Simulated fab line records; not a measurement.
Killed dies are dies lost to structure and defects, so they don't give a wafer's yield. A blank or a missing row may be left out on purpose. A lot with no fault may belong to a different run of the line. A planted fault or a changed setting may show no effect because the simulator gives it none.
3 desks, one fault | flow n5Finfet | only its own numbers are on each desk; what lay behind them is given at the end

## FOR THE TOOL OWNER'S DESK: rieDiel-06
The tool's own readings at N5_DUMMY_GATE_ETCH_29 (etches underlayer in N2/H2, target depth 13 nm): means of the sampled wafers that have a number, for each lot that ran on this tool. Any lot whose mean is over 4 standard deviations away from the usual mean is out of limits and marked OUT; that distance is given in the brackets.
Columns: A = drypumpMotorCurrentA at N5_DUMMY_GATE_ETCH_29, usual 5.9 A; B = oesProductAu at N5_DUMMY_GATE_ETCH_29, usual 0.79 a.u.; C = rfFwdPowerW at N5_DUMMY_GATE_ETCH_29, usual 831.1 W; D = rfVppV at N5_DUMMY_GATE_ETCH_29, usual 524.4 V; E = showerheadPlenumPTorr at N5_DUMMY_GATE_ETCH_29, usual 2.56 Torr; F = throttleValvePct at N5_DUMMY_GATE_ETCH_29, usual 17.8 %
lot  | first seen here | A   | B    | C                | D               | E    | F
L423 | day 5 10:21     | 5.7 | 0.83 | 827.7            | 525.1           | 2.60 | 17.8
L425 | day 6 02:01     | 5.4 | 0.87 | 1031.4 (+72) OUT | 488.2 (-17) OUT | 2.59 | 17.9
L426 | day 6 10:14     | 5.6 | 0.93 | 1033.1 (+72) OUT | 489.4 (-17) OUT | 2.62 | 17.9
L427 | day 6 13:31     | 5.6 | 0.93 | 1031.9 (+72) OUT | 489.6 (-17) OUT | 2.62 | 18.0
This desk finds L425, L426, L427 out of limits, L425 being first, at day 6 02:01 (rfFwdPowerW at N5_DUMMY_GATE_ETCH_29). L423 stayed within limits.

## THE DEFECT DESK
Lot by lot, what the route's inspections counted, given as the mean of those sampled wafers with a number. Any lot whose mean is over 4 standard deviations away from the usual mean is out of limits and marked OUT; that distance is given in the brackets.
Columns: A = rawDefectCount at N5_DUMMY_GATE_INSPECT_17, usual 202
lot  | first seen here | A
L417 | day 3 23:52     | 233
L423 | day 5 10:15     | 131
L425 | day 6 01:56     | 192
L426 | day 6 09:38     | 182
L427 | day 6 13:25     | 208
L431 | day 7 16:07     | 153
L436 | day 8 15:21     | 374
Result from this desk: across the 7 lots, nothing is out of limits.

## METROLOGY DESK
Lot by lot, what the gauges showed, no matter which tool ran the lot: averages of those sampled wafers that carry a number. Any lot whose mean is over 4 standard deviations away from the usual mean is out of limits and marked OUT; that distance is given in the brackets. 7 of its 12 readings are shown, namely those furthest out on some lot.
Columns: A = GATE_OVL at N5_DUMMY_GATE_OVL_MEAS_16, usual 0.3 nm; B = IOFF_N at N5_BEOL_M4_RC_MEAS_101, usual 0.15 nA/um; C = ION_N at N5_BEOL_M4_RC_MEAS_101, usual 672 uA/um; D = ION_P at N5_BEOL_M4_RC_MEAS_101, usual 463 uA/um; E = SS_N at N5_BEOL_M4_RC_MEAS_101, usual 71.5 mV/dec; F = SS_P at N5_BEOL_M4_RC_MEAS_101, usual 73.2 mV/dec; G = VT_N at N5_BEOL_M4_RC_MEAS_101, usual 251 mV
lot  | first seen here | A    | B    | C   | D   | E    | F    | G
L417 | day 3 23:47     | -0.3 | 0.13 | 659 | 454 | 70.9 | 73.0 | 252
L423 | day 5 10:09     | 0.9  | 0.16 | 668 | 450 | 72.3 | 73.7 | 251
L425 | day 6 01:50     | 0.8  | 0.19 | 692 | 472 | 72.0 | 73.5 | 247
L426 | day 6 09:32     | 0.5  | 0.16 | 679 | 468 | 70.4 | 73.7 | 249
L427 | day 6 13:19     | 0.0  | 0.17 | 678 | 465 | 71.5 | 72.9 | 250
L431 | day 7 16:01     | -0.4 | 0.17 | 673 | 464 | 71.5 | 74.0 | 251
L436 | day 8 15:15     | 0.5  | 0.15 | 678 | 469 | 71.2 | 73.2 | 250
Result from this desk: across the 7 lots, nothing is out of limits.

## PUT TOGETHER
On L425, L426, L427, at day 6 02:01, an alarm was possible from the tool owner's desk.
The defect desk saw nothing out of limits.
From the metrology desk's view, nothing was out of limits.
The defect desk has L425, L426, L427 on record, within its limits.
The metrology desk holds a record of L425, L426, L427, inside its limits.
N5_DUMMY_GATE_ETCH_29 was run on rieDiel-06 by each of the lots named.

## WHAT WAS PUT IN BY THE SIMULATOR
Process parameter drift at N5_DUMMY_GATE_ETCH_29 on rieDiel-06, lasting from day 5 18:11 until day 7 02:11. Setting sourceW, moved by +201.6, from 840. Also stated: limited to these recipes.
Lots struck among those shown: L425, L426, L427.
Each desk's first reading out of limits, in hours after the fault started: the tool owner's desk, 8.
